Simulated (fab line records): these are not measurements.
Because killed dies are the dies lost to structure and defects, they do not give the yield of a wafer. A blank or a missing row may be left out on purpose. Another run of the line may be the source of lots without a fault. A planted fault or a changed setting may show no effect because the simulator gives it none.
Chamber matching | flow n5-finfet | pecvd-01 running N5_BEOL_M4_DEP_57: 3 sister chambers
The step deposits SiCN from 3MS/NH3, target thk 8 nm, time 14 s. 6 wafers are shown with their chamber, then 7 later ones without.

EACH WAFER AND ITS CHAMBER
wafer  | chamber | throttle-valve-pct (%) | showerhead-plenum-p-Torr (Torr)
L083.2 | 1       | 9.6                    | 3.651
L083.6 | 1       | 9.3                    | 3.666
L091.5 | 2       | 8.9                    | 3.673
L093.6 | 0       | 9.1                    | 3.659
L094.1 | 0       | 9.1                    | 3.662
L094.2 | 2       | 9.0                    | 3.663

WAFERS WHOSE CHAMBER IS MISSING
wafer  | throttle-valve-pct (%) | showerhead-plenum-p-Torr (Torr)
L094.6 | 9.1                    | 3.669
L095.3 | 9.6                    | 3.662
L095.5 | 9.1                    | 3.665
L095.6 | 8.9                    | 3.675
L096.1 | 9.0                    | 3.669
L096.4 | 9.4                    | 3.660
L096.6 | 8.9                    | 3.669

EACH ONE'S CHAMBER
wafer  | from the rows above          | in truth
L094.6 | can't be placed: 0 or 2 or 1 | 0
L095.3 | 1                            | 1
L095.5 | can't be placed: 0 or 2      | 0
L095.6 | can't be placed: 2 or 0      | 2
L096.1 | can't be placed: 2 or 0      | 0
L096.4 | can't be placed: 1 or 0      | 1
L096.6 | can't be placed: 2 or 0      | 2
Placed correctly: 1 of 7. Not placeable from these rows: 6 (in 6, the candidates include the true chamber). 0 placed wrongly.
How it was worked out, from the rows above alone: a wafer's distance from a chamber is the root of the sum, over the readings, of the square of ((its reading less the chamber's mean) divided by the reading's scatter). If the next closest chamber is less than 2 further off than the closest, the wafer can't be placed; otherwise it belongs to the closest. The mean given for a chamber averages the wafers shown for that chamber. The scatter: take each reading less its chamber's mean, square it, sum over the shown wafers, divide by the number of wafers less the number of chambers, and take the root.
